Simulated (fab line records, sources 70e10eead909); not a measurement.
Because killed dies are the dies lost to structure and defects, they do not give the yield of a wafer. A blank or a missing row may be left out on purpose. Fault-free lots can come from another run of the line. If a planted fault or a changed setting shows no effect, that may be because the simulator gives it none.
Chamber matching / flow nand harc / NHARC_A_SLIT_DEP_25 on pecvd-01: 3 sister chambers
The step deposits SiO2, target thk 200 nm. 3 wafers are shown with their chamber, then 11 later ones without.

## WAFERS, EACH WITH ITS CHAMBER
wafer=L079.6; chamber=0; heater power w (W)=581
wafer=L085.1; chamber=1; heater power w (W)=748
wafer=L086.1; chamber=2; heater power w (W)=410

## WAFERS WITHOUT THEIR CHAMBER
wafer=L086.2; heater power w (W)=677
wafer=L086.5; heater power w (W)=684
wafer=L090.2; heater power w (W)=675
wafer=L090.5; heater power w (W)=453
wafer=L090.6; heater power w (W)=685
wafer=L096.1; heater power w (W)=646
wafer=L096.4; heater power w (W)=441
wafer=L096.6; heater power w (W)=650
wafer=L097.3; heater power w (W)=660
wafer=L097.4; heater power w (W)=728
wafer=L097.6; heater power w (W)=372

## EACH ONE'S CHAMBER
wafer=L086.2; from the rows above=can't be placed: 1 or 0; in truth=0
wafer=L086.5; from the rows above=can't be placed: 1 or 0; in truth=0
wafer=L090.2; from the rows above=can't be placed: 1 or 0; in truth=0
wafer=L090.5; from the rows above=can't be placed: 2 or 0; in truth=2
wafer=L090.6; from the rows above=can't be placed: 1 or 0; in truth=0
wafer=L096.1; from the rows above=can't be placed: 0 or 1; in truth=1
wafer=L096.4; from the rows above=can't be placed: 2 or 0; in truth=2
wafer=L096.6; from the rows above=can't be placed: 0 or 1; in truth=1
wafer=L097.3; from the rows above=can't be placed: 0 or 1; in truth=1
wafer=L097.4; from the rows above=1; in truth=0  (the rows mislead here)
wafer=L097.6; from the rows above=2; in truth=2
Correctly placed: 1 of 11. Unplaceable from these rows: 9, with the true chamber sitting among the candidates in 9. Number placed wrongly: 1.
How it was worked out, from the rows above alone: a wafer's distance from a chamber is the root of the sum, over the readings, of the square of ((its reading less the chamber's mean) divided by the reading's scatter). The wafer belongs to the nearest chamber; if the next one is less than 2 further off, it can't be placed. Each chamber's mean is taken over the wafers shown for it. The scatter: with one shown wafer a chamber, the root of the mean of the squares of how far each hidden wafer lies from its nearest shown one.
